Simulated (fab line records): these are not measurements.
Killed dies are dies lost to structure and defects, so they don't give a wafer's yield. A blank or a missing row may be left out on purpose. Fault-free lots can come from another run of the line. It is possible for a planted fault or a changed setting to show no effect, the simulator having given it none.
Which tool is to blame? / flow n5 finfet / Sampling: 8 lots, 24 wafers, 6 of 1938 route steps

## WHAT THE GAUGES SHOWED, per wafer
N5_SD_EPI_N_OVL_MEAS_10.
lot=L700; measured=day 3 05:55; on=overlay-01; SD_N_BLK_OVL (nm)=0.5 -0.4 -1.8
lot=L701; measured=day 3 16:47; on=overlay-01; SD_N_BLK_OVL (nm)=-0.2 -0.7 -0.4
lot=L704; measured=day 4 11:49; on=overlay-02; SD_N_BLK_OVL (nm)=-0.5 -0.3 -0.4
lot=L713; measured=day 6 13:36; on=overlay-01; SD_N_BLK_OVL (nm)=12.7 12.7 14.0
lot=L714; measured=day 6 18:35; on=overlay-02; SD_N_BLK_OVL (nm)=15.1 14.9 15.5
lot=L719; measured=day 8 00:23; on=overlay-02; SD_N_BLK_OVL (nm)=0.5 -0.4 0.0
lot=L720; measured=day 8 07:38; on=overlay-02; SD_N_BLK_OVL (nm)=0.1 0.3 0.3
lot=L722; measured=day 8 18:16; on=overlay-01; SD_N_BLK_OVL (nm)=1.3 -0.1 1.7

N5_BEOL_M4_RC_MEAS_101.
lot=L700; measured=day 8 08:29; on=prober-01; DIBL_N (mV/V)=35.7 36.7 35.8; DIBL_P (mV/V)=35.7 36.6 35.5; IOFF_N (nA/um)=0.152 0.157 0.149; IOFF_P (nA/um)=0.207 0.215 0.198; ION_N (uA/um)=677 676 664; ION_P (uA/um)=464 468 460; SS_N (mV/dec)=71.3 71.8 71.7; SS_P (mV/dec)=73.3 73.8 74.5; VT_N (mV)=249.9 249.4 251.1; VT_P (mV)=-250.3 -251.7 -249.5
lot=L701; measured=day 8 10:45; on=prober-01; DIBL_N (mV/V)=36.4 36.8 36.8; DIBL_P (mV/V)=37.3 37.6 38.0; IOFF_N (nA/um)=0.155 0.159 0.158; IOFF_P (nA/um)=0.241 0.256 0.251; ION_N (uA/um)=671 664 675; ION_P (uA/um)=472 466 469; SS_N (mV/dec)=71.1 70.7 71.4; SS_P (mV/dec)=73.9 73.5 74.1; VT_N (mV)=248.2 248.4 250.2; VT_P (mV)=-247.0 -247.3 -246.1
lot=L704; measured=day 8 22:37; on=prober-01; DIBL_N (mV/V)=34.9 34.0 33.9; DIBL_P (mV/V)=34.8 33.9 33.5; IOFF_N (nA/um)=0.137 0.129 0.126; IOFF_P (nA/um)=0.224 0.204 0.202; ION_N (uA/um)=657 661 660; ION_P (uA/um)=464 463 466; SS_N (mV/dec)=70.6 70.9 71.0; SS_P (mV/dec)=72.8 72.6 72.7; VT_N (mV)=254.1 256.0 249.6; VT_P (mV)=-246.3 -251.0 -251.1
lot=L713; measured=day 11 04:29; on=prober-02; DIBL_N (mV/V)=36.9 36.0 34.8; DIBL_P (mV/V)=36.7 35.0 33.6; IOFF_N (nA/um)=0.175 0.158 0.136; IOFF_P (nA/um)=0.236 0.202 0.183; ION_N (uA/um)=675 670 655; ION_P (uA/um)=459 460 455; SS_N (mV/dec)=70.7 71.4 71.3; SS_P (mV/dec)=73.8 73.5 72.8; VT_N (mV)=246.6 248.5 252.5; VT_P (mV)=-248.5 -249.7 -252.3
lot=L714; measured=day 11 13:08; on=prober-02; DIBL_N (mV/V)=36.7 37.1 37.5; DIBL_P (mV/V)=36.3 36.5 38.4; IOFF_N (nA/um)=0.153 0.157 0.169; IOFF_P (nA/um)=0.211 0.212 0.252; ION_N (uA/um)=667 678 690; ION_P (uA/um)=461 467 474; SS_N (mV/dec)=71.8 71.4 71.5; SS_P (mV/dec)=73.5 73.0 74.4; VT_N (mV)=250.2 248.7 245.7; VT_P (mV)=-251.3 -250.3 -248.6
lot=L719; measured=day 12 20:07; on=prober-01; DIBL_N (mV/V)=36.3 37.1 36.7; DIBL_P (mV/V)=36.7 38.9 37.9; IOFF_N (nA/um)=0.151 0.177 0.158; IOFF_P (nA/um)=0.195 0.230 0.207; ION_N (uA/um)=665 673 665; ION_P (uA/um)=456 466 453; SS_N (mV/dec)=71.5 71.9 72.0; SS_P (mV/dec)=73.4 74.6 74.0; VT_N (mV)=249.9 247.2 250.0; VT_P (mV)=-251.6 -249.3 -247.9
lot=L720; measured=day 13 15:49; on=prober-01; DIBL_N (mV/V)=39.8 39.0 38.5; DIBL_P (mV/V)=41.7 41.0 39.3; IOFF_N (nA/um)=0.233 0.208 0.171; IOFF_P (nA/um)=0.282 0.272 0.232; ION_N (uA/um)=702 686 672; ION_P (uA/um)=480 467 463; SS_N (mV/dec)=72.2 72.0 71.9; SS_P (mV/dec)=74.6 74.7 73.8; VT_N (mV)=243.9 247.7 251.6; VT_P (mV)=-246.3 -247.1 -249.3
lot=L722; measured=day 13 20:34; on=prober-02; DIBL_N (mV/V)=37.5 36.8 38.2; DIBL_P (mV/V)=37.3 37.3 38.1; IOFF_N (nA/um)=0.160 0.155 0.175; IOFF_P (nA/um)=0.168 0.173 0.183; ION_N (uA/um)=675 675 691; ION_P (uA/um)=452 458 461; SS_N (mV/dec)=72.1 70.9 71.8; SS_P (mV/dec)=73.6 73.6 73.1; VT_N (mV)=248.8 248.2 247.3; VT_P (mV)=-257.4 -256.5 -256.1

## WHICH TOOL RAN EACH LOT (tool, then ch and the chambers of the sampled wafers, then the start)
lot=L700; N5_DUMMY_GATE_ETCH_29=rie diel-05 ch 1,3, day 3 03:37; N5_SD_EPI_N_EXPOSE_06=arfi scanner-03 ch 0, day 3 05:45; N5_SD_EPI_N_DESCUM_14=rie diel-06 ch 0,1,2, day 3 05:58; N5_SD_EPI_N_SD_RECESS_17=rie si-06 ch 0,1,2, day 3 06:39
lot=L701; N5_DUMMY_GATE_ETCH_29=rie diel-02 ch 2,3, day 3 14:19; N5_SD_EPI_N_EXPOSE_06=arfi scanner-02 ch 0, day 3 16:38; N5_SD_EPI_N_DESCUM_14=rie diel-04 ch 2,3, day 3 16:58; N5_SD_EPI_N_SD_RECESS_17=rie si-02 ch 0,1,3, day 3 17:40
lot=L704; N5_DUMMY_GATE_ETCH_29=rie diel-02 ch 1,2,3, day 4 09:26; N5_SD_EPI_N_EXPOSE_06=arfi scanner-03 ch 0, day 4 11:39; N5_SD_EPI_N_DESCUM_14=rie diel-04 ch 0,1,3, day 4 11:52; N5_SD_EPI_N_SD_RECESS_17=rie si-04 ch 0,1,3, day 4 12:33
lot=L713; N5_DUMMY_GATE_ETCH_29=rie diel-05 ch 1,2,3, day 6 10:53; N5_SD_EPI_N_EXPOSE_06=arfi scanner-03 ch 0, day 6 13:26; N5_SD_EPI_N_DESCUM_14=rie diel-01 ch 1,2,3, day 6 13:39; N5_SD_EPI_N_SD_RECESS_17=rie si-06 ch 1,2,3, day 6 14:20
lot=L714; N5_DUMMY_GATE_ETCH_29=rie diel-02 ch 0,2, day 6 16:35; N5_SD_EPI_N_EXPOSE_06=arfi scanner-03 ch 0, day 6 18:25; N5_SD_EPI_N_DESCUM_14=rie diel-04 ch 1,3, day 6 19:23; N5_SD_EPI_N_SD_RECESS_17=rie si-02 ch 1,2,3, day 6 20:04
lot=L719; N5_DUMMY_GATE_ETCH_29=rie diel-02 ch 0,1,3, day 7 21:59; N5_SD_EPI_N_EXPOSE_06=arfi scanner-02 ch 0, day 8 00:14; N5_SD_EPI_N_DESCUM_14=rie diel-01 ch 0,2, day 8 00:29; N5_SD_EPI_N_SD_RECESS_17=rie si-02 ch 0,2, day 8 01:10
lot=L720; N5_DUMMY_GATE_ETCH_29=rie diel-02 ch 2,3, day 8 05:10; N5_SD_EPI_N_EXPOSE_06=arfi scanner-02 ch 0, day 8 07:29; N5_SD_EPI_N_DESCUM_14=rie diel-04 ch 0,2, day 8 07:55; N5_SD_EPI_N_SD_RECESS_17=rie si-04 ch 0,1, day 8 08:36
lot=L722; N5_DUMMY_GATE_ETCH_29=rie diel-05 ch 0,1,3, day 8 16:09; N5_SD_EPI_N_EXPOSE_06=arfi scanner-01 ch 0, day 8 18:08; N5_SD_EPI_N_DESCUM_14=rie diel-01 ch 0,1, day 8 18:34; N5_SD_EPI_N_SD_RECESS_17=rie si-06 ch 0,2,3, day 8 19:15
- N5_DUMMY_GATE_ETCH_29: etches underlayer in N2/H2, target depth 13 nm.
- N5_SD_EPI_N_EXPOSE_06: exposes mask SD N BLK, target cd 120 nm.
- N5_SD_EPI_N_DESCUM_14: chemistry O2, time 7.9 s.
- N5_SD_EPI_N_SD_RECESS_17: chemistry HBr/Cl2/O2, target depth 41 nm, time 23.7 s, bt time 3 s.

## WHAT THE TOOLS THEMSELVES READ (means of the sampled wafers that have a number; where no wafer has one, the mark that the record gives instead)
N5_DUMMY_GATE_ETCH_29.
lot=L700; tool=rie diel-05; drypump motor current A (A)=5.3; oes product au (a.u.)=0.77; rf vpp V (V)=523.0; showerhead plenum p Torr (Torr)=2.51; throttle valve pct (%)=17.88
lot=L701; tool=rie diel-02; drypump motor current A (A)=5.4; oes product au (a.u.)=0.80; rf vpp V (V)=525.5; showerhead plenum p Torr (Torr)=2.59; throttle valve pct (%)=17.90
lot=L704; tool=rie diel-02; drypump motor current A (A)=5.5; oes product au (a.u.)=0.84; rf vpp V (V)=525.5; showerhead plenum p Torr (Torr)=2.60; throttle valve pct (%)=17.77
lot=L713; tool=rie diel-05; drypump motor current A (A)=5.6; oes product au (a.u.)=0.73; rf vpp V (V)=522.8; showerhead plenum p Torr (Torr)=2.50; throttle valve pct (%)=18.00
lot=L714; tool=rie diel-02; drypump motor current A (A)=5.4; oes product au (a.u.)=0.82; rf vpp V (V)=525.7; showerhead plenum p Torr (Torr)=2.60; throttle valve pct (%)=17.77
lot=L719; tool=rie diel-02; drypump motor current A (A)=5.7; oes product au (a.u.)=0.84; rf vpp V (V)=526.3; showerhead plenum p Torr (Torr)=2.64; throttle valve pct (%)=17.54
lot=L720; tool=rie diel-02; drypump motor current A (A)=5.6; oes product au (a.u.)=0.76; rf vpp V (V)=525.8; showerhead plenum p Torr (Torr)=2.60; throttle valve pct (%)=17.87
lot=L722; tool=rie diel-05; drypump motor current A (A)=5.6; oes product au (a.u.)=0.72; rf vpp V (V)=523.1; showerhead plenum p Torr (Torr)=2.52; throttle valve pct (%)=18.02

N5_SD_EPI_N_EXPOSE_06.
lot=L700; tool=arfi scanner-03; exposure dose mJ cm2=39.77
lot=L701; tool=arfi scanner-02; exposure dose mJ cm2=39.70
lot=L704; tool=arfi scanner-03; exposure dose mJ cm2=39.77
lot=L713; tool=arfi scanner-03; exposure dose mJ cm2=39.69
lot=L714; tool=arfi scanner-03; exposure dose mJ cm2=39.77
lot=L719; tool=arfi scanner-02; exposure dose mJ cm2=39.70
lot=L720; tool=arfi scanner-02; exposure dose mJ cm2=39.67
lot=L722; tool=arfi scanner-01; exposure dose mJ cm2=39.80

N5_SD_EPI_N_DESCUM_14.
lot=L700; tool=rie diel-06; bias power w (W)=19.96; drypump motor current A (A)=5.4; oes product au (a.u.)=0.74; rf vpp V (V)=243.4; showerhead plenum p Torr (Torr)=2.11; throttle valve pct (%)=20.48
lot=L701; tool=rie diel-04; bias power w (W)=19.98; drypump motor current A (A)=5.9; oes product au (a.u.)=0.74; rf vpp V (V)=241.6; showerhead plenum p Torr (Torr)=1.99; throttle valve pct (%)=20.29
lot=L704; tool=rie diel-04; bias power w (W)=20.04; drypump motor current A (A)=5.6; oes product au (a.u.)=0.73; rf vpp V (V)=242.2; showerhead plenum p Torr (Torr)=2.05; throttle valve pct (%)=20.44
lot=L713; tool=rie diel-01; bias power w (W)=20.05; drypump motor current A (A)=5.4; oes product au (a.u.)=0.88; rf vpp V (V)=242.6; showerhead plenum p Torr (Torr)=2.10; throttle valve pct (%)=20.20
lot=L714; tool=rie diel-04; bias power w (W)=20.02; drypump motor current A (A)=5.6; oes product au (a.u.)=0.72; rf vpp V (V)=242.0; showerhead plenum p Torr (Torr)=2.04; throttle valve pct (%)=20.29
lot=L719; tool=rie diel-01; bias power w (W)=19.99; drypump motor current A (A)=5.5; oes product au (a.u.)=0.81; rf vpp V (V)=243.5; showerhead plenum p Torr (Torr)=2.10; throttle valve pct (%)=20.39
lot=L720; tool=rie diel-04; bias power w (W)=19.96; drypump motor current A (A)=6.2; oes product au (a.u.)=0.87; rf vpp V (V)=244.3; showerhead plenum p Torr (Torr)=2.18; throttle valve pct (%)=20.50
lot=L722; tool=rie diel-01; bias power w (W)=20.06; drypump motor current A (A)=5.1; oes product au (a.u.)=0.94; rf vpp V (V)=242.4; showerhead plenum p Torr (Torr)=2.11; throttle valve pct (%)=20.44

N5_SD_EPI_N_SD_RECESS_17.
lot=L700; tool=rie si-06; O2_flow_sccm (sccm)=11.98; drypump motor current A (A)=5.7; oes product au (a.u.)=0.999; throttle valve pct (%)=36.9
lot=L701; tool=rie si-02; O2_flow_sccm (sccm)=12.01; drypump motor current A (A)=5.8; oes product au (a.u.)=1.004; throttle valve pct (%)=37.1
lot=L704; tool=rie si-04; O2_flow_sccm (sccm)=11.98; drypump motor current A (A)=6.1; oes product au (a.u.)=0.999; throttle valve pct (%)=37.4
lot=L713; tool=rie si-06; O2_flow_sccm (sccm)=12.06; drypump motor current A (A)=5.3; oes product au (a.u.)=1.004; throttle valve pct (%)=36.9
lot=L714; tool=rie si-02; O2_flow_sccm (sccm)=12.01; drypump motor current A (A)=6.1; oes product au (a.u.)=1.016; throttle valve pct (%)=36.9
lot=L719; tool=rie si-02; O2_flow_sccm (sccm)=12.00; drypump motor current A (A)=5.9; oes product au (a.u.)=1.011; throttle valve pct (%)=37.2
lot=L720; tool=rie si-04; O2_flow_sccm (sccm)=12.00; drypump motor current A (A)=6.0; oes product au (a.u.)=1.003; throttle valve pct (%)=37.5
lot=L722; tool=rie si-06; O2_flow_sccm (sccm)=12.03; drypump motor current A (A)=5.4; oes product au (a.u.)=1.004; throttle valve pct (%)=37.1

## THE ANSWER, worked out from the rows above alone
Rule: the usual values come from the lots themselves. Put in order of their means at a reading, lots are off if they are a third of the lots or fewer, leave a main group of 4 or more, and stand apart from it by a gap of 3 or more times the standard deviation of the main group's means; of several such gaps the widest counts. A main group whose means are all the same, to the digits that the tables above print for the reading, isn't used. Also off: a lot with no number at a reading for which 4 or more lots have one. The other lots that the step has rows for count as sound. After the gauges, taken in route order, come the tools' own readings; for these a lot's mean is taken, as printed above. The first step at which some lot is off is used, and at that step the reading that is off furthest; a lot without a number counts as furthest.
Off: L713, L714, at N5_SD_EPI_N_OVL_MEAS_10 (SD_N_BLK_OVL). For the main group the mean is -0.0 nm and the standard deviation 0.53.
If a tool, at a process step before that reading, ran all the lots that are off and no sound lot after the first of them, it fits. Those tools and the gauges at N5_SD_EPI_N_OVL_MEAS_10 are tried in the same way. One fits: N5_SD_EPI_N_EXPOSE_06 on arfi scanner-03. A fault onset in the window from L704 (day 4 11:39, its last sound lot) to L713 (day 6 13:26, its first lot off) fits.

## WHAT THE SIMULATOR HAD PUT IN
Scanner matching overlay: arfi scanner-03, from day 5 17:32 on, at N5_SD_EPI_N_EXPOSE_06. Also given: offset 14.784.
Shown lots that were struck: L713, L714. The same result came from the rule above.
